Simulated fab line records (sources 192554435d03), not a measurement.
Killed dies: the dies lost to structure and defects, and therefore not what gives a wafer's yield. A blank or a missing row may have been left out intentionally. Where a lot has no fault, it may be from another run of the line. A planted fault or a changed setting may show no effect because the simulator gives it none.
Chamber matching | flow n5_finfet | N5_BEOL_M15_DEP_53 on pecvd-01 has 3 sister chambers
The step deposits SiCN from 3MS/NH3, target thk 50 nm, time 17.8 s. 16 wafers are shown with their chamber, then 8 later ones without.

## WAFERS, EACH WITH ITS CHAMBER
wafer  | chamber | throttle_valve_pct (%) | showerhead_vpp_V (V) | showerhead_plenum_p_Torr (Torr)
L074.1 | 2       | 17.7                   | 1633                 | 4.159
L074.4 | 2       | 17.8                   | 1625                 | 4.150
L074.6 | 0       | 17.8                   | 1636                 | 4.148
L078.2 | 0       | 18.1                   | 1611                 | 4.142
L078.3 | 2       | 17.5                   | 1627                 | 4.146
L078.6 | 2       | 17.8                   | 1599                 | 4.157
L080.2 | 2       | 17.8                   | 1585                 | 4.158
L080.4 | 2       | 17.9                   | 1597                 | 4.157
L080.5 | 0       | 18.0                   | 1627                 | 4.142
L079.1 | 1       | 16.5                   | 1487                 | 4.163
L079.4 | 1       | 16.3                   | 1483                 | 4.152
L079.6 | 0       | 18.1                   | 1627                 | 4.148
L087.1 | 2       | 17.8                   | 1592                 | 4.152
L087.2 | 0       | 18.0                   | 1677                 | 4.145
L087.5 | 0       | 18.2                   | 1664                 | 4.145
L076.3 | 0       | 18.2                   | 1656                 | 4.146

SIGNATURES (averages over the wafers above)
reading                  | chamber 0 | chamber 1 | chamber 2 | scatter within a chamber
throttle_valve_pct       | 18.057    | 16.400    | 17.757    | 0.134
showerhead_vpp_V         | 1642.57   | 1485.00   | 1608.29   | 20.8
showerhead_plenum_p_Torr | 4.14514   | 4.15750   | 4.15414   | 0.0043
Rule: for each reading, subtract the chamber's mean from the wafer's reading, divide by that reading's scatter and square the result; add these up over the readings and take the root, which gives the wafer's distance from the chamber. The wafer belongs to the nearest chamber; if the next one is less than 2 further off, it can't be placed. The scatter: the root of (the sum of the squares of (reading less its chamber's mean) over the shown wafers, divided by (wafers less chambers)).

## WAFERS MISSING THEIR CHAMBER
wafer  | throttle_valve_pct (%) | showerhead_vpp_V (V) | showerhead_plenum_p_Torr (Torr)
L076.4 | 17.7                   | 1597                 | 4.151
L076.6 | 18.0                   | 1674                 | 4.144
L095.2 | 16.1                   | 1476                 | 4.163
L095.5 | 18.0                   | 1606                 | 4.163
L095.6 | 16.5                   | 1484                 | 4.163
L096.2 | 17.9                   | 1614                 | 4.153
L096.5 | 16.0                   | 1482                 | 4.161
L096.6 | 17.8                   | 1609                 | 4.156

## WHICH CHAMBER EACH ONE RAN IN
wafer  | from the rows above     | in truth
L076.4 | 2                       | 2
L076.6 | 0                       | 0
L095.2 | 1                       | 1
L095.5 | can't be placed: 2 or 0 | 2
L095.6 | 1                       | 1
L096.2 | can't be placed: 2 or 0 | 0
L096.5 | 1                       | 1
L096.6 | 2                       | 2
Placed correctly: 6 of 8. Unplaceable from these rows: 2, with the true chamber sitting among the candidates in 2. 0 placed wrongly.
